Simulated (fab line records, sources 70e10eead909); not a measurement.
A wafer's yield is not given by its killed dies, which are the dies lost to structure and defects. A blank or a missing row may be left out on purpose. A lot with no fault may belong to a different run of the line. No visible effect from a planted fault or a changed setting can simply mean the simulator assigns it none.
Matching of chambers -- flow nand_harc -- NHARC_P_M0_DESCUM_14 on rie_diel-01: 4 sister chambers
The step chemistry O2, time 3 s. 8 wafers are shown with their chamber, then 7 later ones without.

WAFERS WITH THEIR CHAMBER
wafer,chamber,drypump_motor_current_A (A),showerhead_plenum_p_Torr (Torr)
L648.5,2,5.0,1.95
L648.6,1,4.9,1.77
L652.5,1,5.0,1.77
L654.1,0,6.0,1.82
L654.2,3,6.3,1.84
L654.3,2,5.0,1.94
L659.1,3,6.3,1.84
L659.4,0,6.0,1.82

WAFERS MISSING THEIR CHAMBER
wafer,drypump_motor_current_A (A),showerhead_plenum_p_Torr (Torr)
L659.6,6.3,1.84
L669.1,6.3,1.83
L669.5,6.3,1.83
L669.6,6.0,1.82
L670.1,6.3,1.83
L670.4,6.0,1.82
L670.5,5.0,1.76

CHAMBER TAKEN BY EACH
wafer,from the rows above,in truth
L659.6,3,3
L669.1,3,3
L669.5,3,3
L669.6,0,0
L670.1,3,3
L670.4,0,0
L670.5,1,1
Correct placement for 7 of the 7. Left unplaced by these rows: 0. 0 placed wrongly.
How it was worked out, from the rows above alone: a wafer's distance from a chamber is the root of the sum, over the readings, of the square of ((its reading less the chamber's mean) divided by the reading's scatter). If the next closest chamber is less than 2 further off than the closest, the wafer can't be placed; otherwise it belongs to the closest. The mean given for a chamber averages the wafers shown for that chamber. The scatter is the square root of a quotient: the sum, over the shown wafers, of each reading's squared deviation from its chamber's mean, divided by wafers minus chambers.
